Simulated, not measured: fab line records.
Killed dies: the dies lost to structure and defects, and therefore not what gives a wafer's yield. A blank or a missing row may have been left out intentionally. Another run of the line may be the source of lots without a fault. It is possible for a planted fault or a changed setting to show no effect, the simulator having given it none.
One fault through the eyes of 2 desks -- flow n5-finfet -- each desk has only its own numbers; what lay behind them comes last

== DESK OF THE TOOL OWNER: rie-diel-02 ==
The tool's own readings at N5_BEOL_M13_TRENCH_ETCH_34 (etches SiOC in C4F8/O2/Ar, target depth 413.47 nm, time 162.6 s): means of the sampled wafers that have a number, for each lot that ran on this tool. Marked OUT: a lot whose mean sits more than 4 standard deviations from the usual mean, which makes it out of limits; the brackets give that distance.
Columns: A = bias-w at N5_BEOL_M13_TRENCH_ETCH_34, usual 700.0 W; B = drypump-motor-current-A at N5_BEOL_M13_TRENCH_ETCH_34, usual 5.9 A; C = he-outer-torr at N5_BEOL_M13_TRENCH_ETCH_34, usual 29.99 Torr; D = oes-product-au at N5_BEOL_M13_TRENCH_ETCH_34, usual 0.81 a.u.; E = rf-vpp-V at N5_BEOL_M13_TRENCH_ETCH_34, usual 665.8 V; F = showerhead-plenum-p-Torr at N5_BEOL_M13_TRENCH_ETCH_34, usual 3.43 Torr; G = throttle-valve-pct at N5_BEOL_M13_TRENCH_ETCH_34, usual 24.16 %
lot,first seen here,A,B,C,D,E,F,G
L559,day 11 13:19,700.7,6.1,30.03,0.80,665.9,3.44,24.32
L564,day 12 19:05,698.8,5.6,30.04,0.74,665.0,3.42,24.05
L571,day 15 10:24,699.7,6.3,30.00,0.78,665.5,3.42,24.44
L576,day 16 05:26,699.0,5.6,29.96,0.72,666.1,3.41,24.12
L578,day 17 02:46,698.5,5.6,29.94,0.72,663.9,3.41,24.13
Finding of this desk: none of the 5 lots has anything out of limits.

== AT THE METROLOGY DESK ==
What the gauges read, lot by lot, whatever tool the lot ran on: means of the sampled wafers that have a number. Marked OUT: a lot whose mean sits more than 4 standard deviations from the usual mean, which makes it out of limits; the brackets give that distance. Of its 28 readings 7 are shown: the one that was out of limits first, and those that lie furthest out on some lot.
Columns: A = trench-depth-nm at N5_BEOL_M13_OCD_MEAS_35, usual 415 nm; B = M13_THK at N5_BEOL_M13_THK_MEAS_50, usual 417 nm; C = M13_RS at N5_BEOL_M13_RS_MEAS_54, usual 0.0447 ohm/sq; D = COMB_M6 at N5_BEOL_M15_RC_MEAS_101, usual 2.6e-11 S/m; E = SERP_M13 at N5_BEOL_M15_RC_MEAS_101, usual 0.306 ohm/um; F = SERP_M13_max_site at N5_BEOL_M15_RC_MEAS_101, usual 0.309 ohm/um; G = SERP_M9 at N5_BEOL_M15_RC_MEAS_101, usual 3.06 ohm/um
lot,first seen here,A,B,C,D,E,F,G
L559,day 11 12:51,420,424,0.0441,2.2e-11,0.298,0.302,3.11
L564,day 12 18:35,412,414,0.0450,2.2e-11,0.305,0.309,3.09
L566,day 13 00:55,415,423,0.0447,2.8e-11,0.303,0.307,3.06
L567,day 13 14:37,413,411,0.0448,3.9e-11,0.306,0.310,3.06
L571,day 15 09:56,524 (+21) OUT,516 (+15) OUT,0.0367 (-14) OUT,2.6e-11,0.250 (-11) OUT,0.253 (-10) OUT,2.92
L576,day 16 04:54,504 (+17) OUT,510 (+14) OUT,0.0382 (-11) OUT,2.4e-11,0.260 (-8.7) OUT,0.263 (-8.3) OUT,3.00
L578,day 17 02:18,510 (+18) OUT,508 (+14) OUT,0.0377 (-12) OUT,2.4e-11,0.261 (-8.6) OUT,0.263 (-8.3) OUT,3.04
This desk finds L571, L576, L578 out of limits, L571 being first, at day 15 10:35 (trench-depth-nm at N5_BEOL_M13_OCD_MEAS_35). L559, L564, L566, L567: within limits.

== PUT TOGETHER ==
Metrology desk: alarm possible at day 15 10:35 on L571, L576, L578.
Nothing out of limits was seen by the tool owner's desk.
The tool owner's desk has L571, L576, L578 on record, within its limits.
All the named lots went through N5_BEOL_M13_TRENCH_ETCH_34 on rie-diel-02.

== WHAT HAD BEEN PUT IN BY THE SIMULATOR ==
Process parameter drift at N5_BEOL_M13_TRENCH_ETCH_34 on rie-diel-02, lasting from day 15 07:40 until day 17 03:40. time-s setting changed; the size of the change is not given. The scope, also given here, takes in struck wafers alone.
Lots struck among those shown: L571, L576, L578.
Hours from the fault's start to each desk's first reading out of limits: the metrology desk, 3.
